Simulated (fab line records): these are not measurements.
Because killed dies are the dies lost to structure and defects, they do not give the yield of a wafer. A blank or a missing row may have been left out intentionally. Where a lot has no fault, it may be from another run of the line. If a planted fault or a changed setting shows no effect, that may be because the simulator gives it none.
fab line records + flow nand-harc
[record]
- lots = 13
- wafers = 39
- last-day = 25
route steps=1159 shown P_ZERO_WELL@16 P_STI@72 END@1159
lots untouched by any fault: they come from a run of this same line in which no faults occurred
start-h: hours from the record's first day to the start of the lot's first wafer shown + wait-h: how many hours have passed since the lot's step before this one + " repeats the value in the row above + L1.1+2: a row that stands for several wafers + - no value, or no start was given + * or withheld: withheld + < > ~ a bound
route shown NAME@n: NAME is a module with steps in the file, n the number in the route of the first one + usual: mean/standard deviation of fault-free wafers + same: alike in all rows + chamber/n: place in a boat + sites: the reading at each site + _std_site: the values' standard deviation + _edge_site: inner sites' mean taken away from outer sites' mean + radius-mm: how far each site lies from the wafer's centre + mask NAME#n: copy n + behind: tool/chamber where the wafer was last shaped + hold: what put the lot on hold/how long, in hours/how the hold closed + device: whichever transistor did not switch (one of n, p or np) + end of line: tests of these same wafers at the route's end + a step without rows: its recipe alone + killed: the dies lost at the first sort to structure and to defects; this is not the yield of the wafer + map: a wafer's dies, x killed, . not, _ none there
set.NAME: the setting that was run; set.NAME@STEP: the one run at that earlier step + model.NAME: the simulator's own value behind a step, which no gauge read
steps of the route over a sample of lots; a table a step, a row a wafer
services: a tool's chamber out of use, with start hour (start-h, from the record's first day; less than 0 if before it), hours out, and reason
[[steps]]
[step NHARC_P_ZERO_WELL_DESCUM_13]
[recipe]
- time-s = 3
- o2-flow-sccm = 200
- ar-flow-sccm = 0
- bias-power-w = 0
- chemistry = O2
[usual]
- drypump-motor-current-A = 5.3/0.37
- oes-product-au = 0.998/0.0094
- rf-vpp-V = 57.7/0.88
- showerhead-plenum-p-Torr = 1.91/0.075
- throttle-valve-pct = 11.312/0.0096
| lot.wafer | tool        | chamber | start-h | wait-h | drypump-motor-current-A | oes-product-au | rf-hours-counter-h | rf-vpp-V | showerhead-plenum-p-Torr | throttle-valve-pct |
|-----------|-------------|---------|---------|--------|-------------------------|----------------|--------------------|----------|--------------------------|--------------------|
| L211.3    | rie-diel-01 | 0       | 13.27   | -      | 5.0                     | 1.000          | 3                  | 57.9     | 1.94                     | 11.320             |
| L211.4    | "           | 1       | "       | "      | 4.8                     | 0.991          | 3                  | 57.5     | 1.91                     | 11.308             |
| L211.5    | "           | 1       | "       | "      | 4.8                     | 1.004          | -                  | 57.7     | 1.91                     | 11.301             |
| L213.2    | rie-diel-13 | 3       | 25.52   | -      | 5.6                     | 1.020          | 8                  | 57.6     | 1.93                     | 11.305             |
| L213.3    | "           | 0       | "       | "      | 5.2                     | 1.013          | 9                  | 58.8     | 2.06                     | 11.304             |
| L213.6    | "           | 3       | "       | "      | 5.6                     | 1.010          | -                  | 57.5     | 1.93                     | 11.328             |
| L214.1    | rie-diel-01 | 0       | 31.42   | -      | 4.9                     | 1.009          | 3                  | 57.8     | 1.93                     | 11.316             |
| L214.4    | "           | 1       | "       | "      | 4.8                     | 0.990          | 3                  | 57.8     | 1.91                     | 11.311             |
| L214.5    | "           | 3       | "       | "      | 5.3                     | 1.002          | -                  | 56.6     | 1.80                     | 11.282             |
| L218.2    | rie-diel-13 | 2       | 55.41   | -      | 5.2                     | 0.997          | 11                 | 57.1     | 1.82                     | 11.308             |
| L218.4    | "           | 0       | "       | "      | 5.2                     | 1.010          | 10                 | 59.1     | 2.06                     | 11.312             |
| L218.6    | "           | 1       | "       | "      | 5.9                     | 0.995          | -                  | 57.9     | 1.93                     | 11.326             |
| L220.4    | rie-diel-11 | 0       | 67.41   | -      | 5.4                     | 1.008          | 3                  | 56.9     | 1.82                     | 11.296             |
| L220.3    | "           | 1       | "       | "      | 4.8                     | 0.995          | 3                  | 59.2     | 2.03                     | 11.305             |
| L220.5    | "           | 0       | "       | "      | 5.4                     | 1.000          | -                  | 57.1     | 1.82                     | 11.308             |
| L221.4    | rie-diel-13 | 2       | 73.40   | -      | 5.2                     | 1.000          | 12                 | 57.9     | 1.82                     | 11.305             |
| L221.3    | "           | 3       | "       | "      | 5.5                     | 1.011          | 11                 | 56.9     | 1.93                     | 11.314             |
| L221.1    | "           | 0       | "       | "      | 5.3                     | 1.008          | 12                 | 58.7     | 2.06                     | 11.317             |
| L222.1    | rie-diel-01 | 3       | 79.29   | -      | 5.3                     | 1.014          | 5                  | 57.1     | 1.79                     | 11.316             |
| L222.3    | "           | 1       | "       | "      | 4.8                     | 0.994          | 6                  | 58.5     | 1.91                     | 11.321             |
| L222.2    | "           | 2       | "       | "      | 5.7                     | 1.009          | 5                  | 58.5     | 1.92                     | 11.322             |
| L224.2    | rie-diel-01 | 0       | 91.28   | -      | 4.9                     | 0.995          | 6                  | 58.4     | 1.93                     | 11.323             |
| L224.4    | "           | 1       | "       | "      | 4.8                     | 0.982          | 6                  | 58.5     | 1.91                     | 11.307             |
| L224.5    | "           | 1       | "       | "      | 4.8                     | 0.991          | -                  | 58.5     | 1.91                     | 11.318             |
| L226.3    | rie-diel-01 | 1       | 103.40  | -      | 4.8                     | 0.991          | 7                  | 56.9     | 1.91                     | 11.306             |
| L226.6    | "           | 1       | "       | "      | 4.8                     | 0.988          | -                  | 59.2     | 1.91                     | 11.321             |
| L226.5    | "           | 2       | "       | "      | 5.7                     | 0.994          | -                  | 57.9     | 1.92                     | 11.317             |
| L227.4    | rie-diel-13 | 1       | 109.30  | -      | 5.9                     | 0.999          | 0                  | 57.1     | 1.93                     | 11.314             |
| L227.1    | "           | 2       | "       | "      | 5.2                     | 0.985          | 0                  | 57.4     | 1.82                     | 11.313             |
| L227.5    | "           | 3       | "       | "      | 5.6                     | 0.992          | -                  | 55.9     | 1.93                     | 11.315             |
| L231.1    | rie-diel-01 | 1       | 133.43  | -      | 4.8                     | 0.987          | 9                  | 56.3     | 1.91                     | 11.325             |
| L231.3    | "           | 3       | "       | "      | 5.3                     | 0.998          | 8                  | 58.1     | 1.79                     | 11.311             |
| L231.6    | "           | 0       | "       | "      | 5.0                     | 0.980          | -                  | 58.8     | 1.93                     | 11.304             |
| L232.3    | rie-diel-11 | 3       | 139.39  | -      | 5.4                     | 0.987          | 7                  | 56.9     | 1.87                     | 11.324             |
| L232.1    | "           | 2       | "       | "      | 5.9                     | 1.014          | 7                  | 60.2     | 1.98                     | 11.309             |
| L232.5    | "           | 3       | "       | "      | 5.4                     | 0.996          | -                  | 57.2     | 1.87                     | 11.309             |
| L233.4    | rie-diel-13 | 3       | 145.29  | -      | 5.6                     | 0.999          | 3                  | 58.4     | 1.93                     | 11.312             |
| L233.2    | "           | 0       | "       | "      | 5.2                     | 0.992          | 3                  | 58.4     | 2.06                     | 11.293             |
| L233.5    | "           | 2       | "       | "      | 5.2                     | 0.983          | -                  | 57.9     | 1.82                     | 11.317             |
[step NHARC_P_ZERO_WELL_CD_MEAS_24]
[recipe]
- target-cd-nm = 720
- landing-energy-ev = 500
[usual]
- cd-nm = 719.5/1.6
| lot.wafer | tool      | chamber | start-h | wait-h | cd-nm |
|-----------|-----------|---------|---------|--------|-------|
| L211.3    | cd-sem-01 | 0       | 14.34   | -      | 723.5 |
| L211.4    | "         | 0       | "       | "      | 723.8 |
| L211.5    | "         | 0       | "       | "      | 718.8 |
| L213.2    | cd-sem-01 | 0       | 26.69   | -      | 719.1 |
| L213.3    | "         | 0       | "       | "      | 720.4 |
| L213.6    | "         | 0       | "       | "      | 720.6 |
| L214.1    | cd-sem-03 | 0       | 32.46   | -      | 718.2 |
| L214.4    | "         | 0       | "       | "      | 719.5 |
| L214.5    | "         | 0       | "       | "      | 721.4 |
| L218.2    | cd-sem-01 | 0       | 56.59   | -      | 719.5 |
| L218.4    | "         | 0       | "       | "      | 720.9 |
| L218.6    | "         | 0       | "       | "      | 720.5 |
| L220.3    | cd-sem-01 | 0       | 68.59   | -      | 718.5 |
| L220.4    | "         | 0       | "       | "      | 719.5 |
| L220.5    | "         | 0       | "       | "      | 715.4 |
| L221.1    | cd-sem-02 | 0       | 74.58   | -      | 719.3 |
| L221.3    | "         | 0       | "       | "      | 718.5 |
| L221.4    | "         | 0       | "       | "      | 720.7 |
| L222.1    | cd-sem-03 | 0       | 80.48   | -      | 720.9 |
| L222.2    | "         | 0       | "       | "      | 720.2 |
| L222.3    | "         | 0       | "       | "      | 720.7 |
| L224.2    | cd-sem-03 | 0       | 92.47   | -      | 720.2 |
| L224.4    | "         | 0       | "       | "      | 719.6 |
| L224.5    | "         | 0       | "       | "      | 719.1 |
| L226.3    | cd-sem-03 | 0       | 104.46  | -      | 718.5 |
| L226.5    | "         | 0       | "       | "      | 719.3 |
| L226.6    | "         | 0       | "       | "      | 715.1 |
| L227.1    | cd-sem-01 | 0       | 110.46  | -      | 718.7 |
| L227.4    | "         | 0       | "       | "      | 719.5 |
| L227.5    | "         | 0       | "       | "      | 719.3 |
| L231.1    | cd-sem-02 | 0       | 134.61  | -      | 720.3 |
| L231.3    | "         | 0       | "       | "      | 718.1 |
| L231.6    | "         | 0       | "       | "      | 720.1 |
| L232.1    | cd-sem-02 | 0       | 140.57  | -      | 718.6 |
| L232.3    | "         | 0       | "       | "      | 720.7 |
| L232.5    | "         | 0       | "       | "      | 717.7 |
| L233.2    | cd-sem-01 | 0       | 146.47  | -      | 718.3 |
| L233.4    | "         | 0       | "       | "      | 718.3 |
| L233.5    | "         | 0       | "       | "      | 718.3 |
[step NHARC_P_STI_OXIDE_29]
[recipe]
- target-thk-a = 100
- temp-c = 900
- ox-time-s = 1362
- material = SiO2
[usual]
- spike-tc-top-C = 907.0/2
- zone-power-upper-pct = 18.1/0.92
| lot.wafer | tool       | chamber | start-h | wait-h | spike-tc-top-C | zone-power-upper-pct |
|-----------|------------|---------|---------|--------|----------------|----------------------|
| L211.3    | furnace-03 | 0       | 23.59   | -      | 905.4          | 18.7                 |
| L211.4    | "          | 0       | "       | "      | 905.6          | 18.9                 |
| L211.5    | "          | 0       | "       | "      | 906.3          | 18.9                 |
| L213.2    | furnace-05 | 0       | 32.42   | -      | 909.7          | 17.1                 |
| L213.3    | "          | 0       | "       | "      | 909.0          | 17.1                 |
| L213.6    | "          | 0       | "       | "      | 909.3          | 17.1                 |
| L214.1    | furnace-02 | 0       | 42.56   | -      | 909.0          | 17.0                 |
| L214.4    | "          | 0       | "       | "      | 909.0          | 17.1                 |
| L214.5    | "          | 0       | "       | "      | 909.6          | 16.9                 |
| L218.2    | furnace-03 | 0       | 65.42   | -      | 906.4          | 19.0                 |
| L218.4    | "          | 0       | "       | "      | 907.2          | 18.8                 |
| L218.6    | "          | 0       | "       | "      | 904.1          | 19.0                 |
| L220.3    | furnace-05 | 0       | 81.74   | -      | 909.5          | 16.9                 |
| L220.4    | "          | 0       | "       | "      | 909.8          | 16.9                 |
| L220.5    | "          | 0       | "       | "      | 909.8          | 16.9                 |
| L221.1    | furnace-05 | 0       | 81.74   | -      | 908.7          | 17.1                 |
| L221.3    | "          | 0       | "       | "      | 906.5          | 17.0                 |
| L221.4    | "          | 0       | "       | "      | 910.2          | 17.0                 |
| L222.1    | furnace-05 | 0       | 90.22   | -      | 910.3          | 17.3                 |
| L222.2    | "          | 0       | "       | "      | 910.4          | 17.1                 |
| L222.3    | "          | 0       | "       | "      | 909.5          | 16.7                 |
| L224.2    | furnace-03 | 0       | 103.41  | -      | 905.7          | 18.7                 |
| L224.4    | "          | 0       | "       | "      | 906.8          | 18.9                 |
| L224.5    | "          | 0       | "       | "      | 905.3          | 18.8                 |
| L226.3    | furnace-03 | 0       | 115.00  | -      | 905.3          | 18.7                 |
| L226.5    | "          | 0       | "       | "      | 905.1          | 18.8                 |
| L226.6    | "          | 0       | "       | "      | 905.5          | 18.7                 |
| L227.1    | furnace-03 | 0       | 122.40  | -      | 906.7          | 18.8                 |
| L227.4    | "          | 0       | "       | "      | 905.6          | 19.1                 |
| L227.5    | "          | 0       | "       | "      | 907.2          | 19.0                 |
| L231.1    | furnace-03 | 0       | 143.86  | -      | 905.3          | 18.9                 |
| L231.3    | "          | 0       | "       | "      | 906.5          | 19.3                 |
| L231.6    | "          | 0       | "       | "      | 905.7          | 19.0                 |
| L232.1    | furnace-03 | 0       | 155.56  | -      | 906.3          | 18.9                 |
| L232.3    | "          | 0       | "       | "      | 904.0          | 18.5                 |
| L232.5    | "          | 0       | "       | "      | 906.0          | 18.7                 |
| L233.2    | furnace-03 | 0       | 155.56  | -      | 906.4          | 18.9                 |
| L233.4    | "          | 0       | "       | "      | 907.1          | 19.2                 |
| L233.5    | "          | 0       | "       | "      | 906.1          | 18.3                 |
[step NHARC_P_STI_OVL_MEAS_10]
[usual]
- overlay-x-nm = 0/6.4
- overlay-y-nm = 1/6
| lot.wafer | tool       | chamber | start-h | wait-h | overlay-x-nm | overlay-y-nm |
|-----------|------------|---------|---------|--------|--------------|--------------|
| L211.3    | overlay-02 | -       | 35.17   | -      | -3           | -5           |
| L211.4    | "          | -       | "       | "      | -4           | -5           |
| L211.5    | "          | -       | "       | "      | -3           | -4           |
| L213.2    | overlay-02 | -       | 44.11   | -      | 14           | -3           |
| L213.3    | "          | -       | "       | "      | 14           | -2           |
| L213.6    | "          | -       | "       | "      | 14           | -3           |
| L214.1    | overlay-01 | -       | 54.06   | -      | -6           | -7           |
| L214.4    | "          | -       | "       | "      | -6           | -7           |
| L214.5    | "          | -       | "       | "      | -6           | -8           |
| L218.2    | overlay-01 | -       | 76.69   | -      | -1           | 5            |
| L218.4    | "          | -       | "       | "      | -1           | 6            |
| L218.6    | "          | -       | "       | "      | -1           | 5            |
| L221.1    | overlay-02 | -       | 93.16   | -      | -3           | -7           |
| L221.3    | "          | -       | "       | "      | -3           | -7           |
| L221.4    | "          | -       | "       | "      | -3           | -8           |
| L220.3    | overlay-01 | -       | 93.32   | -      | -7           | 0            |
| L220.4    | "          | -       | "       | "      | -7           | -1           |
| L220.5    | "          | -       | "       | "      | -7           | 0            |
| L222.1    | overlay-01 | -       | 101.62  | -      | 4            | 2            |
| L222.2    | "          | -       | "       | "      | 4            | 2            |
| L222.3    | "          | -       | "       | "      | 4            | 2            |
| L224.2    | overlay-01 | -       | 114.90  | -      | -1           | -3           |
| L224.4    | "          | -       | "       | "      | -2           | -4           |
| L224.5    | "          | -       | "       | "      | -1           | -4           |
| L226.3    | overlay-01 | -       | 128.12  | -      | -6           | 9            |
| L226.5    | "          | -       | "       | "      | -7           | 9            |
| L226.6    | "          | -       | "       | "      | -7           | 9            |
| L227.1    | overlay-02 | -       | 133.93  | -      | -1           | 4            |
| L227.4    | "          | -       | "       | "      | -1           | 4            |
| L227.5    | "          | -       | "       | "      | -1           | 4            |
| L231.1    | overlay-01 | -       | 155.38  | -      | 2            | -6           |
| L231.3    | "          | -       | "       | "      | 1            | -6           |
| L231.6    | "          | -       | "       | "      | 1            | -6           |
| L232.1    | overlay-02 | -       | 167.09  | -      | -6           | 6            |
| L232.3    | "          | -       | "       | "      | -6           | 6            |
| L232.5    | "          | -       | "       | "      | -7           | 6            |
| L233.2    | overlay-02 | -       | 167.13  | -      | -1           | -4           |
| L233.4    | "          | -       | "       | "      | 0            | -5           |
| L233.5    | "          | -       | "       | "      | -1           | -5           |
[step NHARC_P_STI_INSPECT_11]
[usual]
- raw-defect-count = 5/3.2
| lot.wafer | tool              | chamber | start-h | wait-h | raw-defect-count |
|-----------|-------------------|---------|---------|--------|------------------|
| L211.3    | defect-inspect-01 | -       | 35.21   | 0.0    | 4                |
| L211.4    | "                 | -       | "       | "      | 6                |
| L211.5    | "                 | -       | "       | "      | 2                |
| L213.2    | defect-inspect-02 | -       | 44.14   | 0.0    | 3                |
| L213.3    | "                 | -       | "       | "      | 9                |
| L213.6    | "                 | -       | "       | "      | 4                |
| L214.1    | defect-inspect-02 | -       | 54.09   | 0.0    | 4                |
| L214.4    | "                 | -       | "       | "      | 2                |
| L214.5    | "                 | -       | "       | "      | 4                |
| L218.2    | defect-inspect-01 | -       | 76.73   | 0.0    | 5                |
| L218.4    | "                 | -       | "       | "      | 4                |
| L218.6    | "                 | -       | "       | "      | 2                |
| L221.1    | defect-inspect-02 | -       | 93.19   | 0.0    | 1216             |
| L221.3    | "                 | -       | "       | "      | 1145             |
| L221.4    | "                 | -       | "       | "      | 1220             |
| L220.3    | defect-inspect-02 | -       | 93.36   | 0.0    | 1208             |
| L220.4    | "                 | -       | "       | "      | 1224             |
| L220.5    | "                 | -       | "       | "      | 1251             |
| L222.1    | defect-inspect-01 | -       | 101.66  | 0.0    | 1253             |
| L222.2    | "                 | -       | "       | "      | 1215             |
| L222.3    | "                 | -       | "       | "      | 1263             |
| L224.2    | defect-inspect-02 | -       | 114.94  | 0.0    | 5                |
| L224.4    | "                 | -       | "       | "      | 7                |
| L224.5    | "                 | -       | "       | "      | 8                |
| L226.3    | defect-inspect-01 | -       | 128.15  | 0.0    | 11               |
| L226.5    | "                 | -       | "       | "      | 9                |
| L226.6    | "                 | -       | "       | "      | 4                |
| L227.1    | defect-inspect-01 | -       | 133.97  | 0.0    | 7                |
| L227.4    | "                 | -       | "       | "      | 7                |
| L227.5    | "                 | -       | "       | "      | 7                |
| L231.1    | defect-inspect-02 | -       | 155.42  | 0.0    | 5                |
| L231.3    | "                 | -       | "       | "      | 4                |
| L231.6    | "                 | -       | "       | "      | 6                |
| L232.1    | defect-inspect-02 | -       | 167.13  | 0.0    | 5                |
| L232.3    | "                 | -       | "       | "      | 4                |
| L232.5    | "                 | -       | "       | "      | 2                |
| L233.2    | defect-inspect-02 | -       | 167.17  | 0.0    | 6                |
| L233.4    | "                 | -       | "       | "      | 4                |
| L233.5    | "                 | -       | "       | "      | 7                |
[step NHARC_END_SORT_01]
[recipe]
- temp-c = 25
[usual]
- killed-at-array = 28/11
- killed-at-other = 0.7/1.1
- killed-at-periphery = 2.9/2
- killed-dies = 32/11
- killed-open = 3.2/1.8
- killed-short = 2.0/1.4
[same]
- gross-dies = 677
| lot.wafer | tool      | chamber | start-h | wait-h | killed-at-array | killed-at-other | killed-at-periphery | killed-dies | killed-open | killed-short |
|-----------|-----------|---------|---------|--------|-----------------|-----------------|---------------------|-------------|-------------|--------------|
| L221.1    | prober-01 | 0       | 492.45  | 2.5    | 19              | 0               | 548                 | 567         | 2           | 1            |
| L221.3    | prober-01 | 0       | 494.05  | 3.1    | 9               | 0               | 551                 | 560         | 2           | 1            |
| L221.4    | prober-01 | 0       | 494.85  | 3.4    | 9               | 0               | 553                 | 562         | 1           | 0            |
| L220.3    | prober-01 | 0       | 501.86  | 3.1    | 26              | 1               | 532                 | 559         | 0           | 0            |
| L220.4    | prober-01 | 0       | 502.66  | 3.4    | 29              | 0               | 531                 | 560         | 3           | 1            |
| L220.5    | prober-01 | 0       | 503.45  | 3.7    | 23              | 0               | 543                 | 566         | 2           | 1            |
| L222.1    | prober-02 | 0       | 517.75  | 2.5    | 9               | 1               | 560                 | 570         | 1           | 2            |
| L222.2    | prober-02 | 0       | 518.54  | 2.8    | 11              | 1               | 538                 | 550         | 1           | 0            |
| L222.3    | prober-02 | 0       | 519.34  | 3.1    | 18              | 2               | 554                 | 574         | 2           | 0            |
// killed by level:class
L221.1 P_STI:unspecified=547 A_SLIT:chamber-film-flake=8 A_CHANNEL_HOLE_D1:chamber-film-flake=4 A_CONTACT:chamber-film-flake=2 A_ONON_D1:geometric-particle:open=1 A_CHANNEL_FILL_D1:geometric-particle:open=1 A_WL_FILL:geometric-particle:short=1 P_ZERO_WELL:chamber-film-flake=1
L221.3 P_STI:unspecified=549 A_CONTACT:chamber-film-flake=2 A_SLIT:chamber-film-flake=2 A_CHANNEL_HOLE_D1:geometric-particle:short=1 A_WL_FILL:geometric-particle:open=1 A_BLC:geometric-particle:open=1 P_ZERO_WELL:chamber-film-flake=1 P_STI:chamber-film-flake=1
L221.4 P_STI:unspecified=552 A_SLIT:chamber-film-flake=5 A_STAIRCASE:chamber-film-flake=3 P_M1:geometric-particle:open=1 A_CONTACT:chamber-film-flake=1
L220.3 P_STI:unspecified=532 A_CHANNEL_HOLE_D1:chamber-film-flake=10 A_SLIT:chamber-film-flake=7 A_CONTACT:chamber-film-flake=5 A_CHANNEL_FILL_D1:chamber-film-flake=2 A_STAIRCASE:chamber-film-flake=2 THIN_TSV:chamber-film-flake=1
L220.4 P_STI:unspecified=530 A_CHANNEL_HOLE_D1:chamber-film-flake=8 A_CONTACT:chamber-film-flake=7 A_SLIT:chamber-film-flake=6 A_STAIRCASE:chamber-film-flake=3 A_CHANNEL_FILL_D1:chamber-film-flake=2 P_CONTACT:geometric-particle:open=1 A_ONON_D1:geometric-particle:open=1
L220.5 P_STI:unspecified=541 A_SLIT:chamber-film-flake=7 A_CHANNEL_HOLE_D1:chamber-film-flake=6 A_STAIRCASE:chamber-film-flake=5 A_CHANNEL_FILL_D1:chamber-film-flake=3 P_M0:geometric-particle:short=1 P_M0:geometric-particle:open=1 A_CONTACT:geometric-particle:open=1
L222.1 P_STI:unspecified=558 A_SLIT:chamber-film-flake=3 A_CHANNEL_HOLE_D1:chamber-film-flake=3 P_M0:geometric-particle:short=1 A_SOURCE_PLATE:geometric-particle:short=1 A_M0:geometric-particle:open=1 THIN_TSV:chamber-film-flake=1 A_ZERO_WELL:chamber-film-flake=1
L222.2 P_STI:unspecified=537 A_CHANNEL_HOLE_D1:chamber-film-flake=5 A_SLIT:chamber-film-flake=4 A_CONTACT:geometric-particle:open=1 P_GATE:chamber-film-flake=1 A_CHANNEL_FILL_D1:chamber-film-flake=1 THIN_TSV:chamber-film-flake=1
L222.3 P_STI:unspecified=552 A_SLIT:chamber-film-flake=10 A_CHANNEL_HOLE_D1:chamber-film-flake=6 THIN_TSV:chamber-film-flake=2 P_CONTACT:geometric-particle:open=1 A_CONTACT:geometric-particle:open=1 P_M0:chamber-film-flake=1 A_WL_FILL:chamber-film-flake=1
[[services]]
| tool        | chamber | start-h | hours | kind   |
|-------------|---------|---------|-------|--------|
| rie-diel-01 | 0       | -5.67   | -     | clean  |
| rie-diel-01 | 1       | -5.67   | -     | clean  |
| rie-diel-01 | 2       | -5.67   | -     | clean  |
| rie-diel-01 | 3       | -5.67   | -     | clean  |
| rie-diel-11 | -       | 12.50   | 9.0   | pm     |
| rie-diel-01 | 0       | 18.90   | -     | clean  |
| rie-diel-01 | 1       | 18.90   | -     | clean  |
| rie-diel-01 | 2       | 18.90   | -     | clean  |
| rie-diel-01 | 3       | 18.90   | -     | clean  |
| rie-diel-13 | 0       | 40.34   | 13.8  | repair |
| rie-diel-01 | 0       | 43.40   | -     | clean  |
| rie-diel-01 | 1       | 43.40   | -     | clean  |
| rie-diel-01 | 2       | 43.40   | -     | clean  |
| rie-diel-01 | 3       | 43.40   | -     | clean  |
| rie-diel-01 | 2       | 63.89   | 13.1  | repair |
| rie-diel-01 | 0       | 68.04   | -     | clean  |
| rie-diel-01 | 1       | 68.04   | -     | clean  |
| rie-diel-01 | 3       | 68.04   | -     | clean  |
| rie-diel-01 | 0       | 92.54   | -     | clean  |
| rie-diel-01 | 1       | 92.54   | -     | clean  |
| rie-diel-13 | -       | 99.00   | 9.0   | pm     |
| furnace-02  | -       | 110.82  | 26.0  | pm     |
| rie-diel-01 | 3       | 112.79  | 4.5   | repair |
| rie-diel-01 | -       | 137.80  | 9.0   | pm     |
[[key]]
[first-sign]
- step = NHARC_P_STI_INSPECT_11
- reading = raw-defect-count
- direction = up
- sigmas = 99+
- usual = 5
- struck = 1222
[effect]
- step = NHARC_END_SORT_01
- reading = killed-at-periphery
- direction = up
- sigmas = 99+
- usual = 2.9
- struck = 545.6
[more-kills-born-at]
- NHARC_P_STI_OXIDE_29@furnace-05 = 4898
met-at NHARC_P_STI_OXIDE_29
struck-lots L220,L221,L222
tester-left-out L220,L221,L222
not-acting-at NHARC_P_ZERO_WELL_DESCUM_13,NHARC_P_ZERO_WELL_CD_MEAS_24,NHARC_P_STI_OVL_MEAS_10
onset-between 32.42 81.74
[fault]
- kind = chamber-particle-source
- tool = furnace-05
- chamber = -
- onset-h = 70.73
- steps = NHARC_P_STI_OXIDE_29
- rate-per-visit-cm2 = 1.9009
- end-h = 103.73
// tester-left-out: of these lots the tester's yield and bins aren't shown, on N5 and GAA mostly nor the transistor test; their killed dies are dies lost to structure and defects alone, not to doping, threshold or leakage, so they don't give the yield
